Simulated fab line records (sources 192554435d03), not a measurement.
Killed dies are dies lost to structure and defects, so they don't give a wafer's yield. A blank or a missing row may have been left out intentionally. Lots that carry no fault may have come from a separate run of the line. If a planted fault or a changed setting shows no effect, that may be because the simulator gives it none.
The same fault as seen by 3 desks    flow n5_finfet    what lay behind the numbers comes last; until then each desk has only its own

## DESK OF THE TOOL OWNER: ald_sin-01
The tool's own readings at N5_BEOL_M2_ALD_98 (deposits SiO2, target thk 2.5 nm, pulse time 1 s, co reactant pulse time 1 s): means of the sampled wafers that have a number, for each lot that ran on this tool. The brackets show how far a lot's mean lies from the usual mean; more than 4 standard deviations puts the lot out of limits, marked OUT.
Columns: A = heater_power_w at N5_BEOL_M2_ALD_98, usual 76 W; B = precursor_pulse_height_rel at N5_BEOL_M2_ALD_98, usual 0.999
lot   first seen here  A   B
L935  day 9 09:58      82  1.010
L942  day 11 07:05     84  0.998
L946  day 12 06:27     85  0.988
Finding of this desk: none of the 3 lots has anything out of limits.

## THE DEFECT DESK
Lot by lot, what the route's inspections counted, given as the mean of those sampled wafers with a number. The brackets show how far a lot's mean lies from the usual mean; more than 4 standard deviations puts the lot out of limits, marked OUT.
Columns: A = raw_defect_count at N5_BEOL_M2_INSPECT_30, usual 435
lot   first seen here  A
L932  day 8 14:00      411
L935  day 9 09:48      591
L937  day 10 10:34     568
L942  day 11 06:25     334
L946  day 12 06:10     296
L947  day 12 13:07     364
Finding of this desk: none of the 6 lots has anything out of limits.

## FROM THE METROLOGY DESK
Lot by lot, what the gauges showed, no matter which tool ran the lot: averages of those sampled wafers that carry a number. The brackets show how far a lot's mean lies from the usual mean; more than 4 standard deviations puts the lot out of limits, marked OUT. Readings shown: 7 of its 12, picked as those furthest out on some lot.
Columns: A = V1_OVL at N5_BEOL_M2_OVL_MEAS_29, usual 0.5 nm; B = IOFF_N at N5_BEOL_M4_RC_MEAS_101, usual 0.148 nA/um; C = IOFF_P at N5_BEOL_M4_RC_MEAS_101, usual 0.19 nA/um; D = ION_P at N5_BEOL_M4_RC_MEAS_101, usual 460 uA/um; E = SS_P at N5_BEOL_M4_RC_MEAS_101, usual 73.0 mV/dec; F = VT_N at N5_BEOL_M4_RC_MEAS_101, usual 251 mV; G = VT_P at N5_BEOL_M4_RC_MEAS_101, usual -251.5 mV
lot   first seen here  A     B      C     D    E     F    G
L932  day 8 13:55      -0.2  0.164  0.23  474  73.5  249  -246.9
L935  day 9 09:43      0.3   0.123  0.18  460  72.5  252  -253.1
L937  day 10 10:29     0.7   0.194  0.24  468  74.2  246  -248.3
L942  day 11 06:19     0.6   0.147  0.18  455  73.0  252  -252.9
L946  day 12 06:05     0.2   0.153  0.19  459  73.2  252  -253.7
L947  day 12 13:01     1.1   0.152  0.19  458  73.2  252  -252.8
Finding of this desk: none of the 6 lots has anything out of limits.

## PUT TOGETHER
The tool owner's desk saw nothing out of limits.
No out-of-limits result turned up at the defect desk.
From the metrology desk's view, nothing was out of limits.

## WHAT HAD BEEN PUT IN BY THE SIMULATOR
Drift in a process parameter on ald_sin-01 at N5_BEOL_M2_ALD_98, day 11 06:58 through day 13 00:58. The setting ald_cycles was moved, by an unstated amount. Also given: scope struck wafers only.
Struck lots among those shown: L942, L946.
